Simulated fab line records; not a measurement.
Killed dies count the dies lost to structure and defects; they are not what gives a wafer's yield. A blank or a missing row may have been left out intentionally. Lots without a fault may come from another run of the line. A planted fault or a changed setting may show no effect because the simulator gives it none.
fab line records | flow n5-finfet
[record] lots = 7 wafers = 39
route steps=1938 shown BEOL_M0_CUTY@713 BEOL_M0@715 BEOL_M2@890 BEOL_M6@1194
start-h: the number of hours between the record's first day and the start of the first shown wafer of the lot | wait-h: hours elapsed since this lot's preceding step | " identical to the entry in the row above | L1.1+2: a single row standing in for several wafers | - no value, or no start was given | * or withheld: withheld | < > ~ a bound
route shown NAME@n: names a module that has steps shown in the file, with the first one's number in the route | usual: the fault-free wafers' mean and standard deviation | same: alike in all rows | chamber/n: place in a boat | sites: readings site by site | _std_site: the values' standard deviation | _edge_site: the outer-site mean with the inner-site mean subtracted | radius-mm: for every site, how far away it sits from the centre of the wafer | mask NAME#n: copy n | behind: the tool/chamber that last shaped the wafer | hold: the reason the lot was held/the length of the hold in hours/how it ended | device: the transistor (n, p or np) that didn't switch | end of line: the same wafers' tests at the end of the route | a step without rows: its recipe alone | killed: not the wafer's yield, but the dies lost to structure and defects at the first sort | map: the dies of a wafer, with x for killed, . for not killed, _ for no die there
set.NAME: setting as actually run; set.NAME@STEP: the setting as run at that earlier step | model.NAME: the simulator's own value behind a step, which no gauge read
lots with deliberately changed settings; one table per step, one row per wafer
[[steps]]
[step N5_BEOL_M0_CUTY_ETCH_63]
[recipe] chemistry = N2/H2 target = SOC target-depth-a = 827 overetch-a = 165 mask-material = SiARC temp-c = 40 ion-energy-ev = 200 time-s = 124 pressure-mtorr = 30 source-w = 840 bias-w = 150 n2-flow-sccm = 200 h2-flow-sccm = 200
// columns lot.wafer tool chamber start-h wait-h set.time-s model.SiO2_of_BEOL_M0_SAQP_SPACER2_ALD_26.thk-nm
L075.1+2 rie-diel-02 2,0 121.77 0.0 183.2 5.4
L075.3+5+6 " 1,2,0 " " 124 7.2
L075.4 " 1 " " 183.2 5.6
L077.1+6 rie-diel-05 0,3 140.02 0.0 124 7
L077.2+3+5 " 1,3,0 " " 84.27 8.2
L077.4 " 2 " " 124 7.2
L079.1+4+6 rie-diel-06 1,0,0 143.07 0.0 124 7
L079.2+3+5 " 2,3,1 " " 124 7.2
L080.1+3+4 rie-diel-06 0,3,2 152.71 0.0 124 7.2
L080.2+6 " 1 " " 104.3 7.6
L080.5 " 2 " " 104.3 7.8
L082.1+3 rie-diel-02 0,2 165.88 0.0 124 7.2
L082.2+6 " 3,0 " " 98.12 7.8
L082.4 " 1 " " 98.12 8
L082.5 " 3 " " 124 7
L088.1+5 rie-diel-02 1 204.36 0.0 124 7.2
L088.2+4+6 " 3,2,0 " " 87.18 8.2
L088.3 " 0 " " 124 7
L094.1+2 rie-diel-02 2,3 232.57 0.0 124 7.2
L094.5 " 1 " " 124 7
[step N5_BEOL_M0_CUTY_STRIP_64]
[recipe] chemistry = N2/H2 temp-c = 40 n2-flow-sccm = 200 h2-flow-sccm = 200 rf-frequency-hz = 6e+07
[step N5_BEOL_M0_ETCH_138]
[recipe] chemistry = CH3F/O2 target-depth-a = 120 target = SiCN time-s = 31.6 ion-energy-ev = 120 pressure-mtorr = 30 source-w = 395 bias-w = 75 Ar_flow_sccm = 150 CH3F_flow_sccm = 30 O2_flow_sccm = 20 ends = cleared
// columns lot.wafer tool chamber start-h wait-h set.time-s@BEOL_M0_CUTY_ETCH_63 model.SiO2_of_BEOL_M0_SAQP_SPACER2_ALD_26.thk-nm
L075.1+2 rie-diel-02 2,0 121.89 0.0 183.2 3.4
L075.3+5 " 1,2 " " 124 5.2
L075.4 " 1 " " 183.2 3.6
L075.6 " 0 " " 124 5
L077.1+4 rie-diel-05 0,2 140.14 0.0 124 5.2
L077.2+3+5 " 1,3,0 " " 84.27 6.2
L077.6 " 3 " " 124 5
L079.1+4+6 rie-diel-06 1,0,0 143.19 0.0 124 5
L079.2+3+5 " 2,3,1 " " 124 5.2
L080.1+3 rie-diel-06 0,3 152.83 0.0 124 5.2
L080.2+5+6 " 1,2,1 " " 104.3 5.6
L080.4 " 2 " " 124 5
L082.1+3+5 rie-diel-02 0,2,3 166.00 0.0 124 5.2
L082.2+4+6 " 3,1,0 " " 98.12 6
L088.1 rie-diel-02 1 204.49 0.0 124 5.4
L088.2+4+6 " 3,2,0 " " 87.18 6.2
L088.3 " 0 " " 124 5
L088.5 " 1 " " 124 5.2
L094.1+2+5 rie-diel-02 2,3,1 232.69 0.0 124 5.2
[step N5_BEOL_M0_HM_OPEN_105]
[recipe] chemistry = Cl2/BCl3 target-depth-a = 120 target = TiN ion-energy-ev = 150 pressure-mtorr = 10 icp-w = 1000 bias-w = 126 Cl2_flow_sccm = 53.25 bcl3-flow-sccm = 21.75 Ar_flow_sccm = 25
// columns lot.wafer tool chamber start-h wait-h set.time-s@BEOL_M0_CUTY_ETCH_63 model.SiO2_of_BEOL_M0_SAQP_SPACER2_ALD_26.thk-nm
L075.1+2+4 rie-metal-01 0,1,0 122.15 0.2 183.2 1.6
L075.3+5 " 1,0 " " 124 2.8
L075.6 " 1 " " 124 2.6
L077.1 rie-metal-01 1 142.26 2.1 124 2.6
L077.2+3+5 " 0,1,0 " " 84.27 3.8
L077.4 " 0 " " 124 2.8
L077.6 " 1 " " 124 2.4
L079.1+2+3+5 rie-metal-01 0,1,0,0 148.02 4.8 124 2.8
L079.4+6 " 1 " " 124 2.6
L080.1+3 rie-metal-01 1,0 154.78 1.9 124 2.8
L080.2+5+6 " 0,0,1 " " 104.3 3.2
L080.4 " 1 " " 124 2.6
L082.1+5 rie-metal-03 0 166.89 0.8 124 2.8
L082.2+4+6 " 0 " " 98.12 3.6
L082.3 " 0 " " 124 3
L088.1 rie-metal-02 0 207.30 2.8 124 3
L088.2+4+6 " 1 " " 87.18 3.8
L088.3+5 " 0 " " 124 2.8
L094.1+2 rie-metal-02 0,1 234.04 1.3 124 2.8
L094.5 " 1 " " 124 2.6
[step N5_BEOL_M2_TRENCH_ETCH_37]
[recipe] chemistry = C4F6/O2 target-depth-a = 555.55 target = SiOC time-s = 29.2 ion-energy-ev = 250 pressure-mtorr = 30 source-w = 355 bias-w = 185 Ar_flow_sccm = 300 C4F6_flow_sccm = 10 O2_flow_sccm = 10
// columns lot.wafer tool chamber start-h wait-h set.target-depth-a model.etch.depth-nm model.BEOL_M2.feature-depth-nm model.TiN_of_BEOL_M2_HM_DEP_02.thk-nm
L075.1 rie-diel-02 0 - - 555.55 55.21 55.2 17.6
L075.2 " 3 " " 555.55 56.75 56.8 17.8
L075.3 " 2 " " 555.55 56.11 56.2 17.6
L075.4 " 1 " " 555.55 54.15 54.2 17.6
L075.5 " 3 " " 555.55 56.91 57 17.8
L075.6 " 0 " " 555.55 54.87 54.8 17.8
L077.1 rie-diel-06 0 - - 555.55 56.25 56.2 18
L077.2 " 3 " " 245.1 24.33 24.4 19.4
L077.3 " 1 " " 555.55 55.3 55.2 18.2
L077.4 " 2 " " 245.1 24.32 24.4 19.2
L077.5 " 3 " " 245.1 24.12 24.2 19.4
L077.6 " 2 " " 555.55 54.25 54.2 18
L079.1 rie-diel-05 3 - - 555.55 57.06 57 17.6
L079.2 " 2 " " 555.55 53.67 53.6 18
L079.3 " 1 " " 555.55 56.07 56 17.8
L079.4 " 0 " " 555.55 55.59 55.6 17.8
L079.5 " 2 " " 555.55 53.56 53.6 18
L079.6 " 1 " " 555.55 55.67 55.6 17.8
L080.1 rie-diel-06 3 - - 555.55 54.75 54.8 17.4
L080.2 " 2 " " 555.55 54.84 54.8 17.6
L080.3 " 1 " " 555.55 55.34 55.4 17.6
L080.4 " 0 " " 758.7 76.46 76.4 16.2
L080.5 " 0 " " 758.7 76.4 76.4 16.8
L080.6 " 3 " " 758.7 74.36 74.4 16.4
L082.1 rie-diel-02 0 - - 555.55 55.14 55.2 17.6
L082.2 " 3 " " 555.55 56.61 56.6 17.4
L082.3 " 2 " " 555.55 55.11 55.2 17.6
L082.4 " 3 " " 555.55 56.67 56.6 17.4
L082.5 " 2 " " 555.55 55.77 55.8 17.4
L082.6 " 0 " " 555.55 54.63 54.6 17.8
L088.1 rie-diel-05 1 - - 240.2 23.96 24 19
L088.2 " 3 " " 240.2 24.6 24.6 19
L088.3 " 2 " " 555.55 53.37 53.4 18
L088.4 " 0 " " 555.55 55.09 55 17.8
L088.5 " 1 " " 555.55 55.65 55.6 17.8
L088.6 " 2 " " 240.2 23.17 23.2 19
L094.1 rie-diel-02 2 - - 555.55 54.71 54.8 17.8
L094.2 " 3 " " 555.55 55.74 55.8 17.8
L094.5 " 2 " " 555.55 55.68 55.6 17.6
[step N5_BEOL_M2_ETCH_41]
[recipe] chemistry = CH3F/O2 target = SiCN target-depth-a = 299 taper-deg = 2 time-s = 52.5 ion-energy-ev = 120 mask-material = TiN pressure-mtorr = 30 source-w = 395 bias-w = 75 Ar_flow_sccm = 150 CH3F_flow_sccm = 30 O2_flow_sccm = 20
[step N5_BEOL_M2_STRIP_97]
[recipe] chemistry = N2/H2 time-s = 10 power-w = 450 temp-c = 40 pressure-mtorr = 20 rf-frequency-hz = 6e+07 bias-power-w = 7 n2-flow-sccm = 200 h2-flow-sccm = 200
[step N5_BEOL_M2_OCD_MEAS_38]
[usual] trench-depth-nm = 55.2/1.1
// columns lot.wafer tool chamber start-h wait-h set.target-depth-a@BEOL_M2_TRENCH_ETCH_37 trench-depth-nm
L075.1 ocd-01 - 151.89 - 555.55 55.6
L075.2 " - " " 555.55 56.4
L075.3 " - " " 555.55 56.0
L075.4 " - " " 555.55 54.1
L075.5 " - " " 555.55 56.7
L075.6 " - " " 555.55 54.8
L077.1 ocd-01 - 189.95 - 555.55 55.9
L077.2 " - " " 245.1 24.0
L077.3 " - " " 555.55 55.3
L077.4 " - " " 245.1 23.8
L077.5 " - " " 245.1 24.1
L077.6 " - " " 555.55 54.8
L079.1 ocd-02 - 195.60 - 555.55 57.8
L079.2 " - " " 555.55 53.5
L079.3 " - " " 555.55 55.9
L079.4 " - " " 555.55 55.9
L079.5 " - " " 555.55 54.0
L079.6 " - " " 555.55 55.3
L080.1 ocd-01 - 200.80 - 555.55 54.0
L080.2 " - " " 555.55 54.9
L080.3 " - " " 555.55 55.2
L080.4 " - " " 758.7 76.4
L080.5 " - " " 758.7 76.2
L080.6 " - " " 758.7 74.0
L082.1 ocd-02 - 202.02 - 555.55 55.3
L082.2 " - " " 555.55 56.5
L082.3 " - " " 555.55 54.9
L082.4 " - " " 555.55 56.4
L082.5 " - " " 555.55 55.3
L082.6 " - " " 555.55 54.5
L088.1 ocd-02 - 244.12 - 240.2 23.9
L088.2 " - " " 240.2 24.8
L088.3 " - " " 555.55 53.2
L088.4 " - " " 555.55 55.3
L088.5 " - " " 555.55 56.0
L088.6 " - " " 240.2 23.6
L094.1 ocd-01 - 271.58 - 555.55 54.7
L094.2 " - " " 555.55 56.1
L094.5 " - " " 555.55 55.1
[step N5_BEOL_M2_HM_STRIP_39]
[recipe] chemistry = peroxide-tin-strip material = TiN target-depth-a = 250 temp-c = 50 time-s = 158
[step N5_BEOL_M2_SRD_40]
[recipe] time-s = 30 temp-c = 23 rinse-liquid = diw dry = ipa-marangoni
[step N5_BEOL_M2_ECD_50]
[recipe] material = Cu target-thk-a = 3000
[step N5_BEOL_M2_ANNEAL_51]
[recipe] temp-c = 225 time-s = 90 ambient = N2
[step N5_BEOL_M2_CMP_52]
[recipe] stop-on = SiOC t-overpolish-s = 6.8 down-force-psi = 1 platen-rpm = 50 clearing-platen-down-force-psi = 1.5 clearing-platen-rpm = 50 post-cmp-clean = cu-alkaline target-thk-nm = 40 clearing-platen-pad-velocity-m-s = 0.99484 pad-velocity-m-s = 0.99484
// columns lot.wafer tool chamber start-h wait-h set.target-depth-a@BEOL_M2_TRENCH_ETCH_37 model.Cu_of_BEOL_M2_ECD_50.thk-nm
L075.3 cmp-03 0 155.45 0.2 555.55 39.4
L075.4 " 1 " " 555.55 37.8
L075.2 " 2 " " 555.55 39.6
L075.1 " 3 " " 555.55 38.8
L075.6 " 0 " " 555.55 38.4
L075.5 " 1 " " 555.55 41.6
L077.1 cmp-03 3 193.43 0.3 555.55 39.4
L077.2 " 0 " " 245.1 7.8
L077.4 " 1 " " 245.1 8.8
L077.3 " 2 " " 555.55 38.4
L077.5 " 3 " " 245.1 5.4
L077.6 " 0 " " 555.55 37.2
L079.1+6 cmp-01 3 200.06 0.3 555.55 42
L079.4+2 " 0,2 " " 555.55 38
L079.3 " 1 " " 555.55 38.6
L079.5 " 0 " " 555.55 38.2
L080.4 cmp-01 1 204.48 0.1 758.7 60.6
L080.3 " 2 " " 555.55 40
L080.2 " 3 " " 555.55 41.4
L080.1 " 0 " " 555.55 38.4
L080.6 " 1 " " 758.7 57.8
L080.5 " 2 " " 758.7 61.4
L082.1 cmp-02 3 206.32 0.3 555.55 39.2
L082.3 " 0 " " 555.55 38.6
L082.2 " 1 " " 555.55 40.6
L082.4 " 2 " " 555.55 41
L082.5 " 3 " " 555.55 39.4
L082.6 " 0 " " 555.55 38
L088.3 cmp-01 2 247.55 0.2 555.55 37.2
L088.4 " 3 " " 555.55 40.2
L088.2 " 0 " " 240.2 7.2
L088.1 " 1 " " 240.2 5.4
L088.6 " 2 " " 240.2 6.6
L088.5 " 3 " " 555.55 41.4
L094.2 cmp-03 1 276.65 0.2 555.55 39.4
L094.1 " 3 " " 555.55 37.6
L094.5 " 1 " " 555.55 40.8
[step N5_BEOL_M2_THK_MEAS_53]
[recipe] thk-meas-gauge = xrf reads = Cu_of_BEOL_M2_ECD_50
[usual] M2_THK = 38.9/1.6
// columns lot.wafer tool chamber start-h wait-h set.target-depth-a@BEOL_M2_TRENCH_ETCH_37 M2_THK[nm]
L075.1 film-metro-01 - 155.75 - 555.55 38.7
L075.2 " - " " 555.55 39.1
L075.3 " - " " 555.55 39.2
L075.4 " - " " 555.55 37.5
L075.5 " - " " 555.55 41.2
L075.6 " - " " 555.55 38.1
L077.1 film-metro-02 - 193.72 - 555.55 39.0
L077.2 " - " " 245.1 7.6
L077.3 " - " " 555.55 37.9
L077.4 " - " " 245.1 8.8
L077.5 " - " " 245.1 5.4
L077.6 " - " " 555.55 36.9
L079.1 film-metro-01 - 200.36 - 555.55 41.7
L079.2 " - " " 555.55 37.8
L079.3 " - " " 555.55 38.3
L079.4 " - " " 555.55 37.8
L079.5 " - " " 555.55 38.2
L079.6 " - " " 555.55 41.8
L080.1 film-metro-02 - 204.78 - 555.55 38.1
L080.2 " - " " 555.55 41.2
L080.3 " - " " 555.55 39.7
L080.4 " - " " 758.7 60.2
L080.5 " - " " 758.7 60.9
L080.6 " - " " 758.7 57.4
L082.1 film-metro-01 - 206.62 - 555.55 38.6
L082.2 " - " " 555.55 40.3
L082.3 " - " " 555.55 38.0
L082.4 " - " " 555.55 40.4
L082.5 " - " " 555.55 38.9
L082.6 " - " " 555.55 37.6
L088.1 film-metro-01 - 247.84 - 240.2 5.4
L088.2 " - " " 240.2 7.1
L088.3 " - " " 555.55 37.0
L088.4 " - " " 555.55 39.8
L088.5 " - " " 555.55 41.0
L088.6 " - " " 240.2 6.6
L094.1 film-metro-02 - 276.91 - 555.55 37.2
L094.2 " - " " 555.55 39.1
L094.5 " - " " 555.55 40.5
[step N5_BEOL_M6_ILD_DEP_00]
[recipe] material = SiCOH_lowk target-thk-a = 1797.5 temp-c = 300 precursor = DEMS/porogen pressure-torr = 5 rf-w = 500 time-s = 33.4
// columns lot.wafer tool chamber start-h wait-h set.target-thk-a model.SiCOH_lowk_of_BEOL_M6_ILD_DEP_00.thk-nm
L075.1 pecvd-04 2 217.16 0.0 2070 205.6
L075.2+5 " 1,2 " " 2070 210.6
L075.3 " 0 " " 1797.5 177
L075.4 " 0 " " 1797.5 179.8
L075.6 " 1 " " 1797.5 184.4
L077.1 pecvd-01 1 227.87 0.0 2235 217.4
L077.2 " 0 " " 1797.5 177.4
L077.3 " 0 " " 2235 221.8
L077.4 " 1 " " 2235 222
L077.5 " 1 " " 1797.5 178
L077.6 " 0 " " 1797.5 179.2
L080.1 pecvd-04 1 250.84 0.0 1797.5 180.8
L080.2 " 0 " " 2369 235.8
L080.3 " 2 " " 1797.5 181.2
L080.4 " 1 " " 2369 240.6
L080.5 " 2 " " 1797.5 183.4
L080.6 " 0 " " 2369 239.2
L079.1 pecvd-04 2 253.27 0.0 1797.5 179
L079.2 " 1 " " 1797.5 180.6
L079.3 " 0 " " 1521 148.6
L079.4 " 2 " " 1797.5 182
L079.5 " 0 " " 1521 150
L079.6 " 1 " " 1521 153.4
L082.1 pecvd-04 1 258.60 0.0 1797.5 180.4
L082.2 " 2 " " 1141 117.2
L082.3 " 1 " " 1141 116.4
L082.4 " 2 " " 1141 115.8
L082.5 " 2 " " 1797.5 182.4
L082.6 " 1 " " 1797.5 182.2
L088.1 pecvd-02 0 300.81 0.0 2352 237.6
L088.2 " 1 " " 1797.5 180
L088.3 " 2 " " 1797.5 181.4
L088.4 " 1 " " 1797.5 183
L088.5 " 0 " " 2352 240.6
L088.6 " 2 " " 2352 240.2
L094.1 pecvd-04 0 340.68 0.0 1797.5 178
L094.2 " 1 " " 1797.5 178.2
L094.5 " 2 " " 1797.5 181.8
[step N5_BEOL_M6_CURE_74]
[recipe] temp-c = 385 time-s = 240 ambient = He/Ar material = SiCOH_lowk
// columns lot.wafer tool chamber start-h wait-h set.target-thk-a@BEOL_M6_ILD_DEP_00 model.SiCOH_lowk_of_BEOL_M6_ILD_DEP_00.thk-nm
L075.1 uv-cure-03 0 217.23 0.0 2070 177.6
L075.2 " 0 " " 2070 181.8
L075.3 " 0 " " 1797.5 152.6
L075.4 " 0 " " 1797.5 155
L075.5 " 0 " " 2070 182
L075.6 " 0 " " 1797.5 159.2
L077.1 uv-cure-02 1 227.96 0.1 2235 188
L077.2 " 1 " " 1797.5 153
L077.3 " 1 " " 2235 191.6
L077.4 " 1 " " 2235 192
L077.5 " 1 " " 1797.5 153.4
L077.6 " 1 " " 1797.5 154.4
L080.1 uv-cure-01 0 250.91 0.0 1797.5 156
L080.2 " 0 " " 2369 204
L080.3 " 0 " " 1797.5 156.2
L080.4 " 0 " " 2369 208.2
L080.5 " 0 " " 1797.5 158
L080.6 " 0 " " 2369 207
L079.1 uv-cure-03 2 253.33 0.0 1797.5 154.4
L079.2 " 2 " " 1797.5 155.6
L079.3 " 2 " " 1521 128
L079.4 " 2 " " 1797.5 156.8
L079.5 " 2 " " 1521 129.2
L079.6 " 2 " " 1521 132
L082.1 uv-cure-03 1 258.69 0.1 1797.5 155.6
L082.2 " 1 " " 1141 100.6
L082.3 " 1 " " 1141 100
L082.4 " 1 " " 1141 99.4
L082.5 " 1 " " 1797.5 157.4
L082.6 " 1 " " 1797.5 157.2
L088.1 uv-cure-03 0 300.87 0.0 2352 205.6
L088.2 " 0 " " 1797.5 155.2
L088.3 " 0 " " 1797.5 156.4
L088.4 " 0 " " 1797.5 157.8
L088.5 " 0 " " 2352 208.2
L088.6 " 0 " " 2352 207.8
L094.1+2 uv-cure-02 2 340.75 0.0 1797.5 153.6
L094.5 " 2 " " 1797.5 156.8
[step N5_BEOL_M6_THK_MEAS_01]
[recipe] reads = SiCOH_lowk_of_BEOL_M6_ILD_DEP_00
[usual] M6_ILD_THK = 155.7/2
// columns lot.wafer tool chamber start-h wait-h set.target-thk-a@BEOL_M6_ILD_DEP_00 M6_ILD_THK[nm]
L075.1 film-metro-02 - 217.74 0.4 2070 177.8
L075.2 " - " " 2070 182.0
L075.3 " - " " 1797.5 152.6
L075.4 " - " " 1797.5 155.1
L075.5 " - " " 2070 182.2
L075.6 " - " " 1797.5 159.3
L077.1 film-metro-02 - 228.47 0.4 2235 188.1
L077.2 " - " " 1797.5 153.1
L077.3 " - " " 2235 191.6
L077.4 " - " " 2235 191.9
L077.5 " - " " 1797.5 153.4
L077.6 " - " " 1797.5 154.5
L080.1 film-metro-02 - 251.42 0.4 1797.5 155.9
L080.2 " - " " 2369 203.9
L080.3 " - " " 1797.5 156.3
L080.4 " - " " 2369 208.2
L080.5 " - " " 1797.5 158.1
L080.6 " - " " 2369 206.9
L079.1 film-metro-02 - 254.32 0.8 1797.5 154.2
L079.2 " - " " 1797.5 155.7
L079.3 " - " " 1521 127.7
L079.4 " - " " 1797.5 156.9
L079.5 " - " " 1521 129.3
L079.6 " - " " 1521 132.0
L082.1 film-metro-02 - 259.68 0.8 1797.5 155.4
L082.2 " - " " 1141 100.6
L082.3 " - " " 1141 100.1
L082.4 " - " " 1141 99.5
L082.5 " - " " 1797.5 157.4
L082.6 " - " " 1797.5 157.2
L088.1 film-metro-02 - 301.87 0.8 2352 205.6
L088.2 " - " " 1797.5 155.1
L088.3 " - " " 1797.5 156.5
L088.4 " - " " 1797.5 158.0
L088.5 " - " " 2352 208.2
L088.6 " - " " 2352 207.9
L094.1 film-metro-02 - 341.26 0.4 1797.5 153.5
L094.2 " - " " 1797.5 153.6
L094.5 " - " " 1797.5 156.7
[[key]]
[split] step = N5_BEOL_M0_CUTY_ETCH_63 setting = time-s stated = 124 by = wafer
[response] step = N5_BEOL_M0_CUTY_ETCH_63 reading = model.SiO2_of_BEOL_M0_SAQP_SPACER2_ALD_26.thk-nm change = -0.0356 per = 1% r = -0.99
[response] step = N5_BEOL_M0_ETCH_138 reading = model.SiO2_of_BEOL_M0_SAQP_SPACER2_ALD_26.thk-nm change = -0.0344 per = 1% r = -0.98
[response] step = N5_BEOL_M0_HM_OPEN_105 reading = model.SiO2_of_BEOL_M0_SAQP_SPACER2_ALD_26.thk-nm change = -0.0293 per = 1% r = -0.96
[split] step = N5_BEOL_M2_TRENCH_ETCH_37 setting = target-depth-a stated = 555.55 by = wafer
[response] step = N5_BEOL_M2_TRENCH_ETCH_37 reading = model.etch.depth-nm change = +0.552 per = 1% r = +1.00
[response] step = N5_BEOL_M2_TRENCH_ETCH_37 reading = model.BEOL_M2.feature-depth-nm change = +0.55 per = 1% r = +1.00
[response] step = N5_BEOL_M2_TRENCH_ETCH_37 reading = model.TiN_of_BEOL_M2_HM_DEP_02.thk-nm change = -0.0227 per = 1% r = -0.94
[response] step = N5_BEOL_M2_OCD_MEAS_38 reading = trench-depth-nm change = +0.555 per = 1% r = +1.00
[response] step = N5_BEOL_M2_CMP_52 reading = model.Cu_of_BEOL_M2_ECD_50.thk-nm change = +0.566 per = 1% r = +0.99
[response] step = N5_BEOL_M2_THK_MEAS_53 reading = M2_THK change = +0.56 per = 1% r = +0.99
[split] step = N5_BEOL_M6_ILD_DEP_00 setting = target-thk-a stated = 1797.5 by = wafer
[response] step = N5_BEOL_M6_ILD_DEP_00 reading = model.SiCOH_lowk_of_BEOL_M6_ILD_DEP_00.thk-nm change = +1.81 per = 1% r = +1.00
[response] step = N5_BEOL_M6_CURE_74 reading = model.SiCOH_lowk_of_BEOL_M6_ILD_DEP_00.thk-nm change = +1.58 per = 1% r = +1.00
[response] step = N5_BEOL_M6_THK_MEAS_01 reading = M6_ILD_THK change = +1.58 per = 1% r = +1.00
